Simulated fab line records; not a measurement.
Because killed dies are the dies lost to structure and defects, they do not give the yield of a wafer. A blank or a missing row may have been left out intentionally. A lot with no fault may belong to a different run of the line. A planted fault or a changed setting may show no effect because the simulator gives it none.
fab line records -- flow n5Finfet -- part 1 of 2: steps 1 to 4 of 6
record lots=23, wafers=69, lastDay=20
route steps=1938 shown FIN_CUT@174 DUMMY_GATE@234 SPACER0@258 SD_EPI_N@275
lots that met no fault: taken from a fault-free run of the same line
startH: hours from the record's opening day to when the first of the lot's shown wafers began -- waitH: hours since the lot's step before -- " the same as in the row above -- L1.1+2: a single row standing in for several wafers -- - either no value or no given start -- * or withheld: withheld -- < > ~ a bound
route shown NAME@n: NAME is a module with steps in the file, n the number in the route of the first one -- usual: mean/standard deviation of fault-free wafers -- same: alike in all rows -- chamber/n: place in a boat -- sites: per-site readings -- _std_site: the standard deviation of these -- _edge_site: outer sites' mean less inner sites' -- radiusMm: how far each site lies from the wafer's centre -- mask NAME#n: copy n -- behind: tool/chamber where the wafer was last shaped -- hold: what put the lot on hold/how long, in hours/how the hold closed -- device: whichever transistor did not switch (one of n, p or np) -- end of line: the route-end tests of the same wafers -- a step given without rows: its recipe and nothing more -- killed: not the wafer's yield, but the dies lost to structure and defects at the first sort -- map: per-die view of a wafer (x killed, . not killed, _ where there is no die)
set.NAME: the run value of the setting; set.NAME@STEP: its run value at that earlier step -- model.NAME: the simulator's own value behind a step, which no gauge read
a sample of lots followed through the steps of the route, with each step as a table and each wafer as a row
services: from which hour (startH, from the record's first day; less than 0 if before it) a tool's chamber was out of use, for how many hours, and why
## steps
# step N5_FIN_CUT_CUT_ETCH_27
# recipe chemistry=CHF3/O2, target=SiO2, targetDepthA=40, maskMaterial=SOC, overetchA=20, timeS=4.9, pressureMtorr=30, sourceW=650, biasW=170, Ar_flow_sccm=200, CHF3_flow_sccm=50, O2_flow_sccm=5, ionEnergyEv=200
# usual drypumpMotorCurrentA=5.7/0.46, oesProductAu=0.61/0.07, rfVppV=522/4.6, showerheadPlenumPTorr=2.41/0.073, throttleValvePct=18.91/0.22
lot.wafer,tool,chamber,startH,waitH,drypumpMotorCurrentA,oesProductAu,rfHoursCounterH,rfVppV,showerheadPlenumPTorr,throttleValvePct
L074.1,rieDiel-03,1,28.97,0.0,6.0,0.59,175,531,2.50,18.88
L074.3,rieDiel-03,2,28.97,0.0,5.3,0.59,187,524,2.30,18.95
L074.5,rieDiel-03,1,28.97,0.0,6.0,0.60,-,530,2.50,18.87
L075.2,rieDiel-06,1,34.61,0.0,5.6,0.58,170,529,2.50,19.13
L075.3,rieDiel-06,3,34.61,0.0,5.4,0.58,164,524,2.42,19.08
L075.6,rieDiel-06,3,34.61,0.0,5.5,0.57,-,521,2.41,19.08
L076.1,rieDiel-06,2,40.95,0.0,6.5,0.62,130,517,2.32,18.61
L076.2,rieDiel-06,0,40.95,0.0,5.2,0.55,228,517,2.39,18.96
L076.4,rieDiel-06,1,40.95,0.0,5.6,0.59,172,528,2.49,19.12
L077.2,rieDiel-06,3,45.71,0.0,5.4,0.58,167,520,2.41,19.10
L077.5,rieDiel-06,3,45.71,0.0,5.5,0.57,-,522,2.41,19.08
L077.6,rieDiel-06,2,45.71,0.0,6.4,0.62,-,518,2.32,18.58
L078.1,rieDiel-06,0,52.44,0.0,5.2,0.54,231,518,2.39,18.96
L078.4,rieDiel-06,2,52.44,0.0,6.4,0.62,132,517,2.32,18.60
L078.6,rieDiel-06,1,52.44,0.0,5.6,0.58,-,529,2.49,19.15
L079.1,rieDiel-06,2,59.65,0.0,6.4,0.61,134,518,2.32,18.59
L079.3,rieDiel-06,0,59.65,0.0,5.2,0.54,233,516,2.39,18.96
L079.5,rieDiel-06,2,59.65,0.0,6.4,0.62,-,518,2.32,18.60
L080.1,rieDiel-03,2,65.69,0.0,5.3,0.59,201,523,2.29,18.98
L080.3,rieDiel-03,0,65.69,0.0,4.7,0.73,5,525,2.38,18.56
L080.5,rieDiel-03,3,65.69,0.0,5.5,0.54,-,521,2.28,18.96
L081.2,rieDiel-02,1,70.04,0.0,6.3,0.56,245,523,2.48,18.97
L081.5,rieDiel-02,2,70.04,0.0,6.0,0.62,-,525,2.52,18.87
L081.6,rieDiel-02,1,70.04,0.0,6.3,0.56,-,520,2.48,18.97
L082.2,rieDiel-02,2,76.52,0.0,6.0,0.61,131,527,2.52,18.88
L082.3,rieDiel-02,1,76.52,0.0,6.3,0.56,246,521,2.48,18.97
L082.5,rieDiel-02,0,76.52,0.0,5.6,0.54,-,518,2.38,19.07
L084.2,rieDiel-03,2,87.40,0.0,5.3,0.58,208,522,2.29,18.99
L084.4,rieDiel-03,0,87.40,0.0,4.8,0.72,12,524,2.38,18.58
L084.5,rieDiel-03,3,87.40,0.0,5.5,0.54,-,522,2.28,18.99
L085.2,rieDiel-02,2,93.19,0.0,6.0,0.61,136,525,2.52,18.89
L085.3,rieDiel-02,3,93.19,0.0,5.8,0.65,63,516,2.35,19.11
L085.4,rieDiel-02,0,93.19,0.0,5.7,0.54,-,518,2.38,19.09
L086.2,rieDiel-06,3,99.70,0.0,5.5,0.56,180,522,2.41,19.11
L086.3,rieDiel-06,1,99.70,0.0,5.6,0.57,189,531,2.49,19.14
L086.4,rieDiel-06,0,99.70,0.0,5.2,0.53,245,518,2.38,18.99
L087.1,rieDiel-06,3,105.36,0.0,5.5,0.57,181,522,2.41,19.12
L087.4,rieDiel-06,2,105.36,0.0,6.4,0.60,145,516,2.32,18.64
L087.6,rieDiel-06,0,105.36,0.0,5.2,0.53,-,519,2.38,19.00
L088.1,rieDiel-06,2,111.20,0.0,6.5,0.60,146,516,2.32,18.63
L088.2,rieDiel-06,1,111.20,0.0,5.6,0.56,191,529,2.49,19.16
L088.4,rieDiel-06,0,111.20,0.0,5.2,0.54,247,518,2.38,18.97
L089.2,rieDiel-02,3,118.29,0.0,5.8,0.64,72,518,2.34,19.14
L089.3,rieDiel-02,2,118.29,0.0,6.1,0.60,145,525,2.51,18.90
L089.5,rieDiel-02,1,118.29,0.0,6.3,0.75,-,522,2.47,18.59
L090.2,rieDiel-06,1,124.84,0.0,5.6,0.57,196,529,2.49,19.17
L090.3,rieDiel-06,2,124.84,0.0,6.5,0.60,152,518,2.32,18.65
L090.6,rieDiel-06,2,124.84,0.0,6.5,0.59,-,517,2.32,18.65
L091.1,rieDiel-02,1,129.07,0.0,6.3,0.74,10,521,2.47,18.59
L091.3,rieDiel-02,3,129.07,0.0,5.8,0.64,76,517,2.34,19.13
L091.6,rieDiel-02,0,129.07,0.0,5.6,0.77,-,518,2.38,18.67
L092.1,rieDiel-02,0,135.41,0.0,5.6,0.77,6,519,2.38,18.67
L092.2,rieDiel-02,3,135.41,0.0,5.8,0.63,78,518,2.34,19.14
L092.6,rieDiel-02,3,135.41,0.0,5.8,0.64,-,516,2.34,19.14
L093.3,rieDiel-06,0,141.01,0.0,5.2,0.78,2,517,2.38,18.62
L093.4,rieDiel-06,2,141.01,0.0,6.5,0.59,154,517,2.31,18.63
L093.5,rieDiel-06,1,141.01,0.0,5.6,0.57,-,531,2.48,19.17
L094.1,rieDiel-02,3,148.76,0.0,5.8,0.63,81,517,2.34,19.16
L094.2,rieDiel-02,2,148.76,0.0,6.0,0.60,154,527,2.51,18.90
L094.3,rieDiel-02,0,148.76,0.0,5.6,0.75,9,519,2.37,18.67
L095.4,rieDiel-02,2,154.72,0.0,6.0,0.60,155,525,2.51,18.90
L095.5,rieDiel-02,0,154.72,0.0,5.6,0.75,-,519,2.37,18.69
L095.6,rieDiel-02,1,154.72,0.0,6.3,0.73,-,520,2.47,18.57
L096.2,rieDiel-03,2,161.55,0.0,5.3,0.57,232,520,2.28,19.02
L096.3,rieDiel-03,3,161.55,0.0,5.5,0.74,9,531,2.56,18.60
L096.6,rieDiel-03,0,161.55,0.0,4.7,0.68,-,522,2.37,18.62
L097.1,rieDiel-06,0,165.45,0.0,5.2,0.75,7,518,2.38,18.63
L097.2,rieDiel-06,3,165.45,0.0,5.5,0.55,200,522,2.40,19.14
L097.5,rieDiel-06,0,165.45,0.0,5.2,0.76,-,518,2.38,18.63
# step N5_DUMMY_GATE_DESCUM_20
# recipe chemistry=O2, timeS=6.2, sourcePowerW=50, biasPowerW=20, pressureMtorr=20, rfFrequencyHz=2.712e+07, tempC=40, resist=CAR-EUV, o2FlowSccm=225
# usual drypumpMotorCurrentA=5.7/0.46, o2FlowSccm=225.0/0.63, oesProductAu=0.79/0.097, rfVppV=243.0/1.5, showerheadPlenumPTorr=2.09/0.075, throttleValvePct=20.48/0.2
lot.wafer,tool,chamber,startH,waitH,drypumpMotorCurrentA,o2FlowSccm,oesProductAu,rfHoursCounterH,rfVppV,showerheadPlenumPTorr,throttleValvePct
L074.1,rieDiel-03,3,47.94,0.0,5.5,223.9,0.67,230,241.4,1.98,20.59
L074.3,rieDiel-03,2,47.94,0.0,5.3,224.3,0.73,195,241.4,1.99,20.59
L074.5,rieDiel-03,3,47.94,0.0,5.5,224.9,0.68,-,242.0,1.98,20.57
L075.2,rieDiel-06,0,54.92,0.0,5.2,225.5,0.69,231,241.8,2.07,20.52
L075.3,rieDiel-06,1,54.92,0.0,5.6,225.2,0.73,176,243.3,2.18,20.80
L075.6,rieDiel-06,1,54.92,0.0,5.6,224.9,0.74,-,246.2,2.18,20.80
L076.1,rieDiel-03,0,59.36,0.0,4.8,224.9,0.94,1,243.2,2.06,20.16
L076.2,rieDiel-03,1,59.36,0.0,6.0,226.0,0.75,186,244.1,2.17,20.47
L076.4,rieDiel-03,2,59.36,0.0,5.4,225.0,0.72,198,241.5,1.99,20.58
L077.2,rieDiel-06,1,64.99,0.5,5.6,225.0,0.74,180,244.2,2.18,20.82
L077.5,rieDiel-06,3,64.99,0.5,5.5,224.4,0.71,-,244.4,2.08,20.59
L077.6,rieDiel-06,0,64.99,0.5,5.2,225.3,0.68,-,241.8,2.07,20.50
L078.1,rieDiel-06,1,70.25,0.0,5.6,224.9,0.73,182,244.5,2.18,20.79
L078.4,rieDiel-06,3,70.25,0.0,5.5,225.0,0.72,173,242.5,2.08,20.59
L078.6,rieDiel-06,0,70.25,0.0,5.2,224.8,0.68,-,241.1,2.07,20.52
L079.1,rieDiel-02,0,79.50,0.0,5.7,225.6,0.68,246,242.1,2.07,20.71
L079.3,rieDiel-02,1,79.50,0.0,6.3,225.7,0.70,248,244.3,2.14,20.51
L079.5,rieDiel-02,2,79.50,0.0,6.0,224.9,0.77,-,245.3,2.20,20.51
L080.1,rieDiel-02,2,84.24,0.0,6.0,224.6,0.77,133,245.7,2.20,20.52
L080.3,rieDiel-02,1,84.24,0.0,6.3,223.6,0.70,249,244.3,2.14,20.53
L080.5,rieDiel-02,3,84.24,0.0,5.8,225.1,0.82,-,241.9,2.03,20.70
L081.2,rieDiel-02,2,88.08,0.0,6.0,224.1,0.77,134,244.1,2.20,20.52
L081.5,rieDiel-02,0,88.08,0.0,5.6,225.4,0.67,-,242.7,2.07,20.71
L081.6,rieDiel-02,2,88.08,0.0,6.0,224.3,0.76,-,244.2,2.20,20.52
L082.2,rieDiel-03,3,95.08,0.0,5.5,224.0,0.67,245,241.6,1.98,20.62
L082.3,rieDiel-03,0,95.08,0.0,4.7,226.2,0.90,14,241.0,2.06,20.15
L082.5,rieDiel-03,3,95.08,0.0,5.5,224.6,0.67,-,240.5,1.98,20.62
L084.2,rieDiel-02,1,105.85,0.0,6.3,224.4,0.98,1,244.8,2.14,20.16
L084.4,rieDiel-02,3,105.85,0.0,5.8,224.9,0.81,-,242.1,2.03,20.72
L084.5,rieDiel-02,1,105.85,0.0,6.3,224.2,0.97,-,244.6,2.14,20.16
L085.2,rieDiel-03,0,111.36,0.0,4.7,224.1,0.88,20,243.2,2.06,20.20
L085.3,rieDiel-03,2,111.36,0.0,5.3,224.5,0.72,216,241.4,1.99,20.61
L085.4,rieDiel-03,1,111.36,0.0,6.0,225.2,0.73,-,244.4,2.16,20.48
L086.2,rieDiel-02,2,118.50,0.0,6.0,226.2,0.75,145,246.0,2.20,20.53
L086.3,rieDiel-02,3,118.50,0.0,5.8,224.2,0.80,72,241.8,2.03,20.70
L086.4,rieDiel-02,1,118.50,0.0,6.3,224.7,0.95,6,243.8,2.14,20.16
L087.1,rieDiel-03,2,124.17,0.0,5.3,223.8,0.71,222,241.9,1.98,20.62
L087.4,rieDiel-03,2,124.17,0.0,5.3,224.3,0.71,-,242.6,1.98,20.63
L087.6,rieDiel-03,1,124.17,0.0,6.1,225.8,0.73,-,242.3,2.16,20.49
L088.1,rieDiel-02,2,129.79,0.0,6.0,225.9,0.76,149,245.5,2.19,20.54
L088.2,rieDiel-02,1,129.79,0.0,6.3,224.7,0.94,10,243.4,2.14,20.15
L088.4,rieDiel-02,3,129.79,0.0,5.8,224.4,0.80,76,242.6,2.03,20.75
L089.2,rieDiel-06,0,137.46,0.0,5.2,225.0,1.01,0,243.2,2.06,20.22
L089.3,rieDiel-06,2,137.46,0.0,6.5,225.0,0.75,152,241.7,2.01,20.26
L089.5,rieDiel-06,3,137.46,0.0,5.5,225.0,0.70,-,243.7,2.07,20.63
L090.2,rieDiel-02,2,142.86,0.0,6.0,225.2,0.74,152,243.5,2.19,20.54
L090.3,rieDiel-02,3,142.86,0.0,5.8,224.8,0.80,80,240.5,2.03,20.72
L090.6,rieDiel-02,1,142.86,0.0,6.3,225.5,0.94,-,244.1,2.14,20.16
L091.1,rieDiel-02,2,146.96,0.0,6.0,225.0,0.75,153,246.3,2.19,20.53
L091.3,rieDiel-02,0,146.96,0.0,5.6,224.2,0.96,9,242.9,2.07,20.35
L091.6,rieDiel-02,2,146.96,0.0,6.0,224.9,0.74,-,245.2,2.19,20.56
L092.1,rieDiel-03,3,153.78,0.0,5.5,225.0,0.95,6,245.6,2.24,20.23
L092.2,rieDiel-03,0,153.78,0.0,4.8,225.3,0.85,34,241.3,2.05,20.20
L092.6,rieDiel-03,0,153.78,0.0,4.8,225.2,0.85,-,241.7,2.05,20.21
L093.3,rieDiel-06,2,161.59,0.2,6.5,226.2,0.74,159,241.9,2.01,20.27
L093.4,rieDiel-06,0,161.59,0.2,5.1,225.7,0.96,6,242.2,2.06,20.23
L093.5,rieDiel-06,2,161.59,0.2,6.5,225.0,0.75,-,241.1,2.01,20.26
L094.1,rieDiel-06,3,171.69,0.0,5.5,225.3,0.69,202,242.9,2.06,20.63
L094.2,rieDiel-06,1,171.69,0.0,5.6,224.7,0.70,211,244.2,2.17,20.86
L094.3,rieDiel-06,0,171.69,0.0,5.2,225.7,0.96,8,243.8,2.06,20.25
L095.4,rieDiel-02,1,175.47,0.1,6.3,225.9,0.90,22,245.0,2.14,20.19
L095.5,rieDiel-02,1,175.47,0.1,6.3,225.2,0.91,-,244.0,2.14,20.19
L095.6,rieDiel-02,0,175.47,0.1,5.6,225.4,0.93,-,242.5,2.06,20.37
L096.2,rieDiel-02,1,182.16,0.0,6.2,224.0,0.91,24,243.8,2.14,20.19
L096.3,rieDiel-02,0,182.16,0.0,5.6,224.2,0.92,18,241.6,2.06,20.38
L096.6,rieDiel-02,0,182.16,0.0,5.6,225.4,0.93,-,242.4,2.06,20.37
L097.1,rieDiel-03,3,183.40,0.0,5.5,224.5,0.93,14,247.0,2.23,20.24
L097.2,rieDiel-03,1,183.40,0.0,6.1,225.6,0.72,219,242.5,2.16,20.53
L097.5,rieDiel-03,1,183.40,0.0,6.1,225.2,0.71,-,243.9,2.16,20.51
# step N5_DUMMY_GATE_ETCH_29
# recipe chemistry=N2/H2, target=underlayer, targetDepthA=130, ionEnergyEv=200, pressureMtorr=30, sourceW=840, biasW=150, n2FlowSccm=200, h2FlowSccm=200
# usual drypumpMotorCurrentA=5.7/0.47, oesProductAu=0.79/0.095, rfVppV=523.6/2.6, showerheadPlenumPTorr=2.53/0.087, throttleValvePct=17.91/0.23
lot.wafer,tool,chamber,startH,waitH,drypumpMotorCurrentA,oesProductAu,rfHoursCounterH,rfVppV,showerheadPlenumPTorr,throttleValvePct
L074.1,rieDiel-03,3,48.01,0.0,5.5,0.67,230,521.1,2.41,18.03
L074.3,rieDiel-03,2,48.01,0.0,5.3,0.73,195,520.2,2.42,18.04
L074.5,rieDiel-03,3,48.01,0.0,5.5,0.67,-,520.3,2.41,18.01
L075.2,rieDiel-06,0,54.98,0.0,5.2,0.69,231,523.2,2.50,17.92
L075.3,rieDiel-06,1,54.98,0.0,5.6,0.73,176,525.8,2.64,18.23
L075.6,rieDiel-06,1,54.98,0.0,5.6,0.74,-,525.9,2.64,18.23
L076.1,rieDiel-03,0,59.43,0.0,4.8,0.93,1,522.1,2.50,17.50
L076.2,rieDiel-03,1,59.43,0.0,6.0,0.75,186,527.0,2.63,18.07
L076.4,rieDiel-03,2,59.43,0.0,5.3,0.72,198,520.3,2.42,18.04
L077.2,rieDiel-06,1,65.05,0.0,5.6,0.73,180,526.6,2.64,18.24
L077.5,rieDiel-06,3,65.05,0.0,5.4,0.72,-,523.8,2.54,18.10
L077.6,rieDiel-06,0,65.05,0.0,5.2,0.69,-,523.6,2.50,17.95
L078.1,rieDiel-06,1,70.31,0.0,5.6,0.73,182,526.8,2.64,18.24
L078.4,rieDiel-06,3,70.31,0.0,5.5,0.72,173,523.8,2.54,18.10
L078.6,rieDiel-06,0,70.31,0.0,5.2,0.69,-,524.3,2.50,17.95
L079.1,rieDiel-02,0,79.56,0.0,5.7,0.67,246,522.6,2.50,18.04
L079.3,rieDiel-02,1,79.56,0.0,6.3,0.70,248,526.4,2.60,18.07
L079.5,rieDiel-02,2,79.56,0.0,6.0,0.78,-,527.1,2.65,17.83
L080.1,rieDiel-02,2,84.30,0.0,6.0,0.76,133,526.3,2.65,17.82
L080.3,rieDiel-02,1,84.30,0.0,6.3,0.69,249,525.8,2.60,18.09
L080.5,rieDiel-02,3,84.30,0.0,5.8,0.83,-,520.5,2.48,18.14
L081.2,rieDiel-02,2,88.14,0.0,6.0,0.78,134,527.5,2.65,17.83
L081.5,rieDiel-02,0,88.14,0.0,5.6,0.68,-,522.8,2.50,18.08
L081.6,rieDiel-02,2,88.14,0.0,6.0,0.77,-,528.0,2.65,17.82
L082.2,rieDiel-03,3,95.15,0.0,5.5,0.66,245,520.0,2.40,18.05
L082.3,rieDiel-03,0,95.15,0.0,4.8,0.88,14,521.7,2.50,17.54
L082.5,rieDiel-03,3,95.15,0.0,5.5,0.66,-,519.2,2.40,18.05
L084.2,rieDiel-02,1,105.92,0.0,6.3,0.98,1,526.4,2.60,17.67
L084.4,rieDiel-02,3,105.92,0.0,5.8,0.81,-,520.8,2.48,18.13
L084.5,rieDiel-02,1,105.92,0.0,6.3,0.97,-,525.8,2.60,17.63
L085.2,rieDiel-03,0,111.42,0.0,4.8,0.87,20,520.8,2.49,17.55
L085.3,rieDiel-03,2,111.42,0.0,5.3,0.72,216,520.8,2.41,18.07
L085.4,rieDiel-03,1,111.42,0.0,6.1,0.75,-,524.8,2.63,18.09
L086.2,rieDiel-02,2,118.57,0.0,6.0,0.76,145,527.4,2.64,17.84
L086.3,rieDiel-02,3,118.57,0.0,5.8,0.82,72,522.5,2.48,18.16
L086.4,rieDiel-02,1,118.57,0.0,6.3,0.95,6,525.5,2.60,17.65
L087.1,rieDiel-03,2,124.24,0.0,5.3,0.71,222,520.4,2.41,18.07
L087.4,rieDiel-03,2,124.24,0.0,5.3,0.71,-,520.9,2.41,18.06
L087.6,rieDiel-03,1,124.24,0.0,6.0,0.73,-,525.9,2.63,18.10
L088.1,rieDiel-02,2,129.85,0.0,6.1,0.75,149,527.6,2.64,17.84
L088.2,rieDiel-02,1,129.85,0.0,6.4,0.93,10,524.8,2.60,17.67
L088.4,rieDiel-02,3,129.85,0.0,5.8,0.81,76,520.1,2.48,18.15
L089.2,rieDiel-06,0,137.53,0.0,5.2,1.02,0,522.3,2.50,17.61
L089.3,rieDiel-06,2,137.53,0.0,6.5,0.77,152,521.7,2.43,17.66
L089.5,rieDiel-06,3,137.53,0.0,5.4,0.71,-,523.2,2.53,18.13
L090.2,rieDiel-02,2,142.92,0.0,6.0,0.76,152,525.9,2.64,17.84
L090.3,rieDiel-02,3,142.92,0.0,5.8,0.81,80,523.8,2.47,18.17
L090.6,rieDiel-02,1,142.92,0.0,6.3,0.93,-,526.3,2.59,17.67
L091.1,rieDiel-02,2,147.02,0.0,6.1,0.76,153,525.2,2.64,17.86
L091.3,rieDiel-02,0,147.02,0.0,5.6,0.96,9,522.9,2.49,17.66
L091.6,rieDiel-02,2,147.02,0.0,6.1,0.75,-,526.4,2.64,17.87
L092.1,rieDiel-03,3,153.84,0.0,5.5,0.94,6,528.2,2.72,17.64
L092.2,rieDiel-03,0,153.84,0.0,4.7,0.85,34,522.0,2.49,17.60
L092.6,rieDiel-03,0,153.84,0.0,4.7,0.84,-,523.7,2.49,17.56
L093.3,rieDiel-06,2,161.66,0.0,6.4,0.75,159,522.2,2.43,17.65
L093.4,rieDiel-06,0,161.66,0.0,5.2,0.96,6,522.7,2.49,17.61
L093.5,rieDiel-06,2,161.66,0.0,6.5,0.76,-,519.9,2.43,17.67
L094.1,rieDiel-06,3,171.75,0.0,5.4,0.70,202,523.7,2.53,18.15
L094.2,rieDiel-06,1,171.75,0.0,5.6,0.71,211,525.0,2.63,18.29
L094.3,rieDiel-06,0,171.75,0.0,5.2,0.95,8,522.0,2.49,17.60
L095.4,rieDiel-02,1,175.53,0.0,6.3,0.90,22,525.1,2.59,17.69
L095.5,rieDiel-02,1,175.53,0.0,6.4,0.90,-,527.0,2.59,17.69
L095.6,rieDiel-02,0,175.53,0.0,5.6,0.94,-,522.6,2.49,17.68
L096.2,rieDiel-02,1,182.22,0.0,6.3,0.89,24,525.3,2.59,17.68
L096.3,rieDiel-02,0,182.22,0.0,5.6,0.93,18,520.8,2.49,17.68
L096.6,rieDiel-02,0,182.22,0.0,5.7,0.93,-,522.4,2.49,17.68
L097.1,rieDiel-03,3,183.46,0.0,5.5,0.93,14,527.8,2.71,17.65
L097.2,rieDiel-03,1,183.46,0.0,6.1,0.73,219,525.5,2.62,18.12
L097.5,rieDiel-03,1,183.46,0.0,6.1,0.73,-,526.2,2.62,18.13
# step N5_DUMMY_GATE_CD_MEAS_24
# recipe targetCdNm=15
# usual cdNm=15.0/0.31
lot.wafer,tool,chamber,startH,waitH,cdNm
L074.1,cdSem-03,-,48.81,0.1,15.2
L074.3,cdSem-03,-,48.81,0.1,15.2
L074.5,cdSem-03,-,48.81,0.1,14.9
L075.2,cdSem-02,-,55.79,0.1,14.6
L075.3,cdSem-02,-,55.79,0.1,14.8
L075.6,cdSem-02,-,55.79,0.1,14.8
L076.1,cdSem-01,-,60.48,0.1,14.9
L076.2,cdSem-01,-,60.48,0.1,15.2
L076.4,cdSem-01,-,60.48,0.1,15.4
L077.2,cdSem-01,-,66.02,0.1,15.1
L077.5,cdSem-01,-,66.02,0.1,15.0
L077.6,cdSem-01,-,66.02,0.1,14.9
L078.1,cdSem-03,-,71.11,0.1,15.2
L078.4,cdSem-03,-,71.11,0.1,15.1
L078.6,cdSem-03,-,71.11,0.1,15.2
L079.1,cdSem-01,-,80.47,0.1,15.2
L079.3,cdSem-01,-,80.47,0.1,15.0
L079.5,cdSem-01,-,80.47,0.1,14.7
L080.1,cdSem-03,-,85.37,0.1,14.7
L080.3,cdSem-03,-,85.37,0.1,14.6
L080.5,cdSem-03,-,85.37,0.1,15.1
L081.2,cdSem-01,-,89.08,0.1,15.0
L081.5,cdSem-01,-,89.08,0.1,15.2
L081.6,cdSem-01,-,89.08,0.1,14.7
L082.2,cdSem-01,-,95.95,0.1,15.3
L082.3,cdSem-01,-,95.95,0.1,14.3
L082.5,cdSem-01,-,95.95,0.1,14.5
L084.2,cdSem-01,-,106.72,0.1,15.1
L084.4,cdSem-01,-,106.72,0.1,15.2
L084.5,cdSem-01,-,106.72,0.1,15.2
L085.2,cdSem-02,-,112.46,0.1,15.1
L085.3,cdSem-02,-,112.46,0.1,15.5
L085.4,cdSem-02,-,112.46,0.1,15.0
L086.2,cdSem-02,-,119.49,0.1,15.4
L086.3,cdSem-02,-,119.49,0.1,15.2
L086.4,cdSem-02,-,119.49,0.1,14.8
L087.1,cdSem-03,-,125.28,0.1,15.2
L087.4,cdSem-03,-,125.28,0.1,14.9
L087.6,cdSem-03,-,125.28,0.1,14.7
L088.1,cdSem-01,-,130.66,0.1,15.2
L088.2,cdSem-01,-,130.66,0.1,14.7
L088.4,cdSem-01,-,130.66,0.1,14.6
L089.2,cdSem-03,-,138.47,0.1,14.7
L089.3,cdSem-03,-,138.47,0.1,14.5
L089.5,cdSem-03,-,138.47,0.1,14.9
L090.2,cdSem-01,-,143.73,0.1,15.3
L090.3,cdSem-01,-,143.73,0.1,15.1
L090.6,cdSem-01,-,143.73,0.1,15.3
L091.1,cdSem-02,-,147.83,0.1,15.8
L091.3,cdSem-02,-,147.83,0.1,14.6
L091.6,cdSem-02,-,147.83,0.1,15.0
L092.1,cdSem-03,-,154.76,0.1,15.1
L092.2,cdSem-03,-,154.76,0.1,14.9
L092.6,cdSem-03,-,154.76,0.1,14.9
L093.3,cdSem-02,-,162.56,0.1,15.3
L093.4,cdSem-02,-,162.56,0.1,14.9
L093.5,cdSem-02,-,162.56,0.1,15.0
L094.1,cdSem-01,-,172.55,0.1,14.5
L094.2,cdSem-01,-,172.55,0.1,14.7
L094.3,cdSem-01,-,172.55,0.1,15.4
L095.4,cdSem-01,-,176.51,0.0,14.1
L095.5,cdSem-01,-,176.51,0.0,14.6
L095.6,cdSem-01,-,176.51,0.0,14.5
L096.2,cdSem-02,-,183.03,0.1,14.4
L096.3,cdSem-02,-,183.03,0.1,14.9
L096.6,cdSem-02,-,183.03,0.1,15.1
L097.1,cdSem-01,-,184.26,0.1,14.9
L097.2,cdSem-01,-,184.26,0.1,15.2
L097.5,cdSem-01,-,184.26,0.1,14.9
